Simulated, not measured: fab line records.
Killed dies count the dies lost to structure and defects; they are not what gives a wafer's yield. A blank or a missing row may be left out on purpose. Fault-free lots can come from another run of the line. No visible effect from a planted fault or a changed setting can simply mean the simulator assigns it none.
Split-lot study | flow n5Finfet | route with 1938 steps; 7 lots, 39 wafers read

## THE SPLIT ITSELF
At N5_GATE_CUT_HM_DEP_46 (deposits SiO2 from TEOS/O2, target thk 130 nm, time 26.6 s), the setting timeS was moved away from the recipe's 26.6 s on 15 of the 39 wafers read, by -35.8% to +17.2%. This setting was run at the recipe's value on the other wafers.

## FROM THE SPLIT TO THE READING: what the file shows between them, 9 steps
- N5_GATE_CUT_COAT_34: time 60 s, resist thk 60 nm
- N5_GATE_CUT_COAT_35: time 60 s, resist thk 10 nm
- N5_GATE_CUT_STRIP_38: strips in N2/H2
- N5_GATE_CUT_STRIP_39: strips in N2/H2
- N5_GATE_CUT_HM_OPEN_40: chemistry C4F6/O2, target SiO2, target depth 139 nm, time 85.1 s
- N5_GATE_CUT_STRIP_41: strips in CF4
- N5_GATE_CUT_STRIP_42: strips in O2
- N5_GATE_CUT_ALD_22: deposits SiNx, target thk 16 nm, pulse time 1 s, ald cycles 320
- N5_GATE_CUT_CMP_23: polishes, stops on SiO2, t overpolish 23.4 s, target thk 16 nm

## THE READING
Values of GC_FILL_THK in nm from N5_GATE_CUT_THK_MEAS_24. Typical for fault-free wafers on this fab line: 220.9 nm, with standard deviation 2.4 nm.

wafer  | tool, chamber at the split | timeS as run, s | against the recipe | GC_FILL_THK, nm | against lot-mates on the recipe
L075.1 | pecvd-01, 1                | 26.6            | recipe             | 220.2           | -
L075.2 | pecvd-01, 0                | 20.12           | -24.4%             | 193.5           | -29.7
L075.3 | pecvd-01, 1                | 26.6            | recipe             | 223.0           | -
L075.4 | pecvd-01, 0                | 20.12           | -24.4%             | 196.2           | -27.0
L075.5 | pecvd-01, 0                | 26.6            | recipe             | 226.3           | -
L075.6 | pecvd-01, 1                | 20.12           | -24.4%             | 193.0           | -30.2
L077.1 | pecvd-01, 2                | 26.6            | recipe             | 220.2           | -
L077.2 | pecvd-01, 0                | 30.67           | +15.3%             | 241.6           | +19.7
L077.3 | pecvd-01, 1                | 30.67           | +15.3%             | 241.6           | +19.7
L077.4 | pecvd-01, 0                | 30.67           | +15.3%             | 243.3           | +21.4
L077.5 | pecvd-01, 1,2              | 26.6            | recipe             | 223.7           | -
L077.6 | pecvd-01, 1,2              | 26.6            | recipe             | 221.9           | -
L078.1 | pecvd-04, 1                | 26.6            | recipe             | 220.2           | -
L078.2 | pecvd-04, 2                | 26.6            | recipe             | 219.7           | -
L078.3 | pecvd-04, 0                | 26.6            | recipe             | 220.4           | -
L078.4 | pecvd-04, 2                | 26.6            | recipe             | 221.8           | -
L078.5 | pecvd-04, 1                | 26.6            | recipe             | 220.7           | -
L078.6 | pecvd-04, 0                | 26.6            | recipe             | 221.3           | -
L086.1 | pecvd-02, 0                | 31.17           | +17.2%             | 237.9           | +15.8
L086.2 | pecvd-02, 2                | 31.17           | +17.2%             | 240.7           | +18.6
L086.3 | pecvd-02, 2                | 26.6            | recipe             | 224.2           | -
L086.4 | pecvd-02, 0                | 31.17           | +17.2%             | 242.7           | +20.6
L086.5 | pecvd-02, 0                | 26.6            | recipe             | 219.3           | -
L086.6 | pecvd-02, 2                | 26.6            | recipe             | 222.7           | -
L089.1 | pecvd-02, 0                | 26.6            | recipe             | 215.8           | -
L089.2 | pecvd-02, 2                | 26.6            | recipe             | 220.0           | -
L089.6 | pecvd-02, 1                | 26.6            | recipe             | 220.5           | -
L090.1 | pecvd-01, 1                | 26.6            | recipe             | 216.7           | -
L090.2 | pecvd-01, 2                | 17.09           | -35.8%             | 170.4           | -47.6
L090.3 | pecvd-01, 0                | 17.09           | -35.8%             | 172.1           | -45.9
L090.4 | pecvd-01, 1                | 26.6            | recipe             | 220.3           | -
L090.5 | pecvd-01, 0                | 17.09           | -35.8%             | 173.8           | -44.2
L090.6 | pecvd-01, 2                | 26.6            | recipe             | 216.9           | -
L094.1 | pecvd-01, 1                | 26.6            | recipe             | 221.6           | -
L094.2 | pecvd-01, 0                | 26.6            | recipe             | 221.9           | -
L094.3 | pecvd-01, 0                | 18.31           | -31.2%             | 182.7           | -39.9
L094.4 | pecvd-01, 1                | 18.31           | -31.2%             | 183.0           | -39.6
L094.5 | pecvd-01, 0                | 18.31           | -31.2%             | 183.8           | -38.8
L094.6 | pecvd-01, 1                | 26.6            | recipe             | 224.2           | -
If several chambers appear in one row, that row covers several wafers at once and the file leaves open which wafer was in which chamber.

THE FIT
A straight line over all 39 wafers: GC_FILL_THK changes by +1.26 nm for each +1% of timeS; r = +0.99; the points scatter about the line by 2.8 nm.
The same after taking each lot's own level away (the mean of its wafers on the recipe; 39 wafers): +1.24 nm for each +1%; r = +1.00; scatter 1.9 nm.
That fit puts the effect of the largest move of timeS on the reading at 44 nm.
The span of the lots' own levels, 217.97 to 223.17 nm, comes to 2.2 times the standard deviation stated above.
The two slopes are in agreement: the lot-to-lot level therefore moves the slope only a little.
Check: with one of the wafers moved furthest among these (-35.8%) left out of the fit, the line predicts -44.1 nm for it against its lot-mates. Against them it came out at -47.6 nm.

## THESE WAFERS: OTHER SPLITS
Before the reading, these wafers also passed through other splits. Each is held against what the fit with the lots' levels taken away leaves over:
other split on the same wafers        | wafers away from the commonest value | r with GC_FILL_THK (lot level and that fit taken away)
N5_ZERO_LAYER_DEVELOP_10 developTimeS | 15                                   | +0.02
N5_STI_FIN_REVEAL_ETCHBACK_08 timeS   | 15                                   | -0.21
N5_ILD0_ALD_15 aldCycles              | 12                                   | -0.07

## THE WHOLE CHAIN: every reading that the file lists as answering this split, in the file's order
step                    | what it does                                                     | reading                                                                           | change (the file's fit)                | r (the file's)
N5_GATE_CUT_HM_DEP_46   | deposits SiO2 from TEOS/O2, target thk 130 nm, time 26.6 s       | SiO2_of_GATE_CUT_HM_DEP_46.thkNm (the simulator's own value, which no gauge read) | +1.23 nm for each +1% of the setting   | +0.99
N5_GATE_CUT_HM_OPEN_40  | chemistry C4F6/O2, target SiO2, target depth 139 nm, time 85.1 s | etchRfOnTimeS                                                                     | withheld for each +1% of the setting   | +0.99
N5_GATE_CUT_HM_OPEN_40  | chemistry C4F6/O2, target SiO2, target depth 139 nm, time 85.1 s | etch.depthNm (the simulator's own value, which no gauge read)                     | +1.23 nm for each +1% of the setting   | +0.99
N5_GATE_CUT_HM_OPEN_40  | chemistry C4F6/O2, target SiO2, target depth 139 nm, time 85.1 s | SOC_of_GATE_CUT_COAT_34.thkNm (the simulator's own value, which no gauge read)    | -0.251 nm for each +1% of the setting  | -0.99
N5_GATE_CUT_THK_MEAS_24 |                                                                  | GC_FILL_THK                                                                       | +1.24 for each +1% of the setting      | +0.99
N5_GATE_CUT_CMP_43      | polishes SiO2                                                    | SiO2_of_GATE_CUT_HM_DEP_46.thkNm (the simulator's own value, which no gauge read) | +0.0585 nm for each +1% of the setting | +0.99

## FILE'S OWN FIT
GC_FILL_THK changes by +1.24 nm for each +1% of timeS, r = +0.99.
